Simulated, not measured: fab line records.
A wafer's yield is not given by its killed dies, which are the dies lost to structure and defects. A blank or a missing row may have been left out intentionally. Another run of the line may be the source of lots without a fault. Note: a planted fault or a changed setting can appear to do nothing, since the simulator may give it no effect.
The tool behind it: which one? :: flow n5Finfet :: 32 wafers from 11 lots sampled at 4 of the route's 1938 steps

## WHAT EACH GAUGE READ, for each wafer
N5_PASSIVATION_OVL_MEAS_63. Usual: for PAD_OVL the level is -4 nm and the standard deviation is 5.3.
lot: L954
measured: day 11 21:18
on: overlay-01
PAD_OVL (nm): -8 -4 -1
flag: 

lot: L956
measured: day 12 05:06
on: overlay-02
PAD_OVL (nm): 4 3 1
flag: 

lot: L955
measured: day 12 19:21
on: overlay-02
PAD_OVL (nm): -8 -8 -10
flag: 

lot: L957
measured: day 13 05:19
on: overlay-02
PAD_OVL (nm): -4 -1 -12
flag: 

lot: L958
measured: day 13 19:16
on: overlay-02
PAD_OVL (nm): -14 -2 -5
flag: 

lot: L959
measured: day 13 22:38
on: overlay-02
PAD_OVL (nm): -4 -8 -1
flag: 

lot: L969
measured: day 16 06:08
on: overlay-01
PAD_OVL (nm): -7 -16 -9
flag: 

lot: L967
measured: day 16 06:59
on: overlay-02
PAD_OVL (nm): -10 -13
flag: 

lot: L972
measured: day 16 20:55
on: overlay-02
PAD_OVL (nm): -7 -5 -7
flag: 

lot: L973
measured: day 16 21:51
on: overlay-02
PAD_OVL (nm): -3 4 0
flag: 

lot: L974
measured: day 17 20:32
on: overlay-01
PAD_OVL (nm): -1 -5 -7
flag: 

N5_PASSIVATION_CD_MEAS_44 targets a cd of 40000 nm. Usual: cdNm at 40000 nm, with a standard deviation of 2.8.
lot: L954
measured: day 11 23:11
on: cdSem-02
cdNm (nm): 39999 39999 40000
flag: 

lot: L956
measured: day 12 06:56
on: cdSem-03
cdNm (nm): 40002 40000 39999
flag: 

lot: L955
measured: day 12 21:04
on: cdSem-03
cdNm (nm): 39994 39998 39997
flag: 

lot: L957
measured: day 13 07:11
on: cdSem-02
cdNm (nm): 39999 39996 39998
flag: 

lot: L958
measured: day 13 21:07
on: cdSem-03
cdNm (nm): 40004 39999 40001
flag: 

lot: L959
measured: day 14 00:34
on: cdSem-02
cdNm (nm): 39996 40001 39999
flag: 

lot: L969
measured: day 16 08:11
on: cdSem-03
cdNm (nm): 40001 40000 39999
flag: 

lot: L967
measured: day 16 08:50
on: cdSem-02
cdNm (nm): 40003 39998
flag: 

lot: L972
measured: day 16 22:44
on: cdSem-01
cdNm (nm): 40001 39998 39998
flag: 

lot: L973
measured: day 16 23:36
on: cdSem-02
cdNm (nm): 40005 40002 40004
flag: 

lot: L974
measured: day 17 23:10
on: cdSem-01
cdNm (nm): 40002 40001 40000
flag: 

## WHAT TOOL EACH LOT RAN ON (gives the tool, then ch and the chambers of the sampled wafers, and finally the start)
lot: L954
N5_MIM_BOT_LITHO_DESCUM_10: rieDiel-02 ch 1,2,3, day 11 16:11
N5_PASSIVATION_ETCH_59: rieMetal-03 ch 0,1, day 11 21:53

lot: L956
N5_MIM_BOT_LITHO_DESCUM_10: rieDiel-02 ch 1,2, day 12 01:37
N5_PASSIVATION_ETCH_59: rieMetal-01 ch 0,1, day 12 05:40

lot: L955
N5_MIM_BOT_LITHO_DESCUM_10: rieDiel-01 ch 0,2,3, day 12 15:10
N5_PASSIVATION_ETCH_59: rieMetal-02 ch 0,1, day 12 19:55

lot: L957
N5_MIM_BOT_LITHO_DESCUM_10: rieDiel-02 ch 0,1,3, day 13 02:02
N5_PASSIVATION_ETCH_59: rieMetal-02 ch 0,1, day 13 05:55

lot: L958
N5_MIM_BOT_LITHO_DESCUM_10: rieDiel-01 ch 1,2,3, day 13 15:53
N5_PASSIVATION_ETCH_59: rieMetal-01 ch 0,1, day 13 19:49

lot: L959
N5_MIM_BOT_LITHO_DESCUM_10: rieDiel-02 ch 0,1,2, day 13 17:43
N5_PASSIVATION_ETCH_59: rieMetal-02 ch 0,1, day 13 23:17

lot: L969
N5_MIM_BOT_LITHO_DESCUM_10: rieDiel-02 ch 0,1,3, day 16 00:25
N5_PASSIVATION_ETCH_59: rieMetal-01 ch 0,1, day 16 06:47

lot: L967
N5_MIM_BOT_LITHO_DESCUM_10: rieDiel-02 ch 0,1, day 16 00:50
N5_PASSIVATION_ETCH_59: rieMetal-01 ch 0,1, day 16 07:34

lot: L972
N5_MIM_BOT_LITHO_DESCUM_10: rieDiel-01 ch 1,2, day 16 17:35
N5_PASSIVATION_ETCH_59: rieMetal-02 ch 0,1, day 16 21:27

lot: L973
N5_MIM_BOT_LITHO_DESCUM_10: rieDiel-02 ch 0,1,2, day 16 18:17
N5_PASSIVATION_ETCH_59: rieMetal-03 ch 0, day 16 22:24

lot: L974
N5_MIM_BOT_LITHO_DESCUM_10: rieDiel-01 ch 0,2,3, day 17 14:31
N5_PASSIVATION_ETCH_59: rieMetal-03 ch 0,1, day 17 21:05
- N5_MIM_BOT_LITHO_DESCUM_10: chemistry O2, time 7.9 s.
- N5_PASSIVATION_ETCH_59: etches TaN in Cl2/BCl3, target depth 65 nm, time 34.9 s.

## AS READ BY THE TOOLS THEMSELVES (means over the sampled wafers that have a number; for cases with no such wafer, the mark the record gives instead)
N5_MIM_BOT_LITHO_DESCUM_10. Usual: chamberPressureMTorr 19.998 mTorr, standard deviation 0.018; drypumpMotorCurrentA 5.4 A, standard deviation 0.39; oesProductAu 0.81 a.u., standard deviation 0.081; rfVppV 243.4 V, standard deviation 1.2; showerheadPlenumPTorr 2.11 Torr, standard deviation 0.053; throttleValvePct 20.44 %, standard deviation 0.19.
lot: L954
tool: rieDiel-02
chamberPressureMTorr (mTorr): 20.000
drypumpMotorCurrentA (A): 5.1
oesProductAu (a.u.): 0.74
rfVppV (V): 243.5
showerheadPlenumPTorr (Torr): 2.11
throttleValvePct (%): 20.49
flag: 

lot: L956
tool: rieDiel-02
chamberPressureMTorr (mTorr): 19.998
drypumpMotorCurrentA (A): 5.2
oesProductAu (a.u.): 0.73
rfVppV (V): 242.6
showerheadPlenumPTorr (Torr): 2.09
throttleValvePct (%): 20.52
flag: 

lot: L955
tool: rieDiel-01
chamberPressureMTorr (mTorr): 19.998
drypumpMotorCurrentA (A): 5.7
oesProductAu (a.u.): 0.83
rfVppV (V): 244.3
showerheadPlenumPTorr (Torr): 2.15
throttleValvePct (%): 20.28
flag: 

lot: L957
tool: rieDiel-02
chamberPressureMTorr (mTorr): 19.995
drypumpMotorCurrentA (A): 5.1
oesProductAu (a.u.): 0.81
rfVppV (V): 244.4
showerheadPlenumPTorr (Torr): 2.13
throttleValvePct (%): 20.54
flag: 

lot: L958
tool: rieDiel-01
chamberPressureMTorr (mTorr): 20.016
drypumpMotorCurrentA (A): 5.9
oesProductAu (a.u.): 0.87
rfVppV (V): 243.3
showerheadPlenumPTorr (Torr): 2.12
throttleValvePct (%): 20.25
flag: 

lot: L959
tool: rieDiel-02
chamberPressureMTorr (mTorr): 20.006
drypumpMotorCurrentA (A): 5.3
oesProductAu (a.u.): 0.80
rfVppV (V): 243.1
showerheadPlenumPTorr (Torr): 2.10
throttleValvePct (%): 20.56
flag: 

lot: L969
tool: rieDiel-02
chamberPressureMTorr (mTorr): 19.982
drypumpMotorCurrentA (A): 5.2
oesProductAu (a.u.): 0.77
rfVppV (V): 243.6
showerheadPlenumPTorr (Torr): 2.12
throttleValvePct (%): 20.58
flag: 

lot: L967
tool: rieDiel-02
chamberPressureMTorr (mTorr): 19.993
drypumpMotorCurrentA (A): 5.1
oesProductAu (a.u.): 0.82
rfVppV (V): 242.8
showerheadPlenumPTorr (Torr): 2.12
throttleValvePct (%): 20.66
flag: 

lot: L972
tool: rieDiel-01
chamberPressureMTorr (mTorr): 19.985
drypumpMotorCurrentA (A): 6.0
oesProductAu (a.u.): 0.86
rfVppV (V): 243.7
showerheadPlenumPTorr (Torr): 2.15
throttleValvePct (%): 20.20
flag: 

lot: L973
tool: rieDiel-02
chamberPressureMTorr (mTorr): 20.001
drypumpMotorCurrentA (A): 5.3
oesProductAu (a.u.): 0.77
rfVppV (V): 242.7
showerheadPlenumPTorr (Torr): 2.09
throttleValvePct (%): 20.61
flag: 

lot: L974
tool: rieDiel-01
chamberPressureMTorr (mTorr): 20.011
drypumpMotorCurrentA (A): 5.7
oesProductAu (a.u.): 0.78
rfVppV (V): 243.7
showerheadPlenumPTorr (Torr): 2.13
throttleValvePct (%): 20.35
flag: 

N5_PASSIVATION_ETCH_59. Usual: chamberPressureMTorr 10.000 mTorr, standard deviation 0.0099; drypumpMotorCurrentA 5.7 A, standard deviation 0.4; heBacksideLeakSccm 3.43 sccm, standard deviation 0.23; oesProductAu 0.76 a.u., standard deviation 0.056; throttleValvePct 21.06 %, standard deviation 0.099.
lot: L954
tool: rieMetal-03
chamberPressureMTorr (mTorr): 10.001
drypumpMotorCurrentA (A): 6.2
heBacksideLeakSccm (sccm): 3.38
oesProductAu (a.u.): 0.82
throttleValvePct (%): 21.10
flag: 

lot: L956
tool: rieMetal-01
chamberPressureMTorr (mTorr): 10.004
drypumpMotorCurrentA (A): 5.3
heBacksideLeakSccm (sccm): 3.31
oesProductAu (a.u.): 0.83
throttleValvePct (%): 21.08
flag: 

lot: L955
tool: rieMetal-02
chamberPressureMTorr (mTorr): 10.010
drypumpMotorCurrentA (A): 5.8
heBacksideLeakSccm (sccm): 3.50
oesProductAu (a.u.): 0.73
throttleValvePct (%): 20.98
flag: 

lot: L957
tool: rieMetal-02
chamberPressureMTorr (mTorr): 10.001
drypumpMotorCurrentA (A): 5.8
heBacksideLeakSccm (sccm): 3.43
oesProductAu (a.u.): 0.74
throttleValvePct (%): 20.97
flag: 

lot: L958
tool: rieMetal-01
chamberPressureMTorr (mTorr): 9.996
drypumpMotorCurrentA (A): 5.3
heBacksideLeakSccm (sccm): 3.32
oesProductAu (a.u.): 0.82
throttleValvePct (%): 21.06
flag: 

lot: L959
tool: rieMetal-02
chamberPressureMTorr (mTorr): 10.001
drypumpMotorCurrentA (A): 6.0
heBacksideLeakSccm (sccm): 3.44
oesProductAu (a.u.): 0.71
throttleValvePct (%): 21.06
flag: 

lot: L969
tool: rieMetal-01
chamberPressureMTorr (mTorr): 9.994
drypumpMotorCurrentA (A): 5.2
heBacksideLeakSccm (sccm): 3.42
oesProductAu (a.u.): 0.81
throttleValvePct (%): 21.07
flag: 

lot: L967
tool: rieMetal-01
chamberPressureMTorr (mTorr): 9.994
drypumpMotorCurrentA (A): 5.3
heBacksideLeakSccm (sccm): 3.46
oesProductAu (a.u.): 0.81
throttleValvePct (%): 21.09
flag: 

lot: L972
tool: rieMetal-02
chamberPressureMTorr (mTorr): 10.002
drypumpMotorCurrentA (A): 6.0
heBacksideLeakSccm (sccm): 3.53
oesProductAu (a.u.): 0.70
throttleValvePct (%): 21.08
flag: 

lot: L973
tool: rieMetal-03
chamberPressureMTorr (mTorr): 9.999
drypumpMotorCurrentA (A): 5.6
heBacksideLeakSccm (sccm): 3.61
oesProductAu (a.u.): 0.69
throttleValvePct (%): 20.96
flag: 

lot: L974
tool: rieMetal-03
chamberPressureMTorr (mTorr): 10.000
drypumpMotorCurrentA (A): 5.9
heBacksideLeakSccm (sccm): 3.32
oesProductAu (a.u.): 0.73
throttleValvePct (%): 21.05
flag: 

## THE ANSWER, worked out from the rows above alone
Rule: take the mean of a lot's wafers that have a number; if it is more than 3 standard deviations from the usual mean, the lot is off. Also off: a lot with no number at a reading for which 4 or more lots have one. All remaining lots with rows at the step are treated as sound. Order of review: gauges by route order, followed by the tools' own readings, for which a lot's mean as printed above is used. The first step at which some lot is off is used, and at that step the reading that is off furthest; a lot without a number counts as furthest.
Nothing can be told from this: no lot is off at any reading shown.

## WHAT HAD BEEN PUT IN BY THE SIMULATOR
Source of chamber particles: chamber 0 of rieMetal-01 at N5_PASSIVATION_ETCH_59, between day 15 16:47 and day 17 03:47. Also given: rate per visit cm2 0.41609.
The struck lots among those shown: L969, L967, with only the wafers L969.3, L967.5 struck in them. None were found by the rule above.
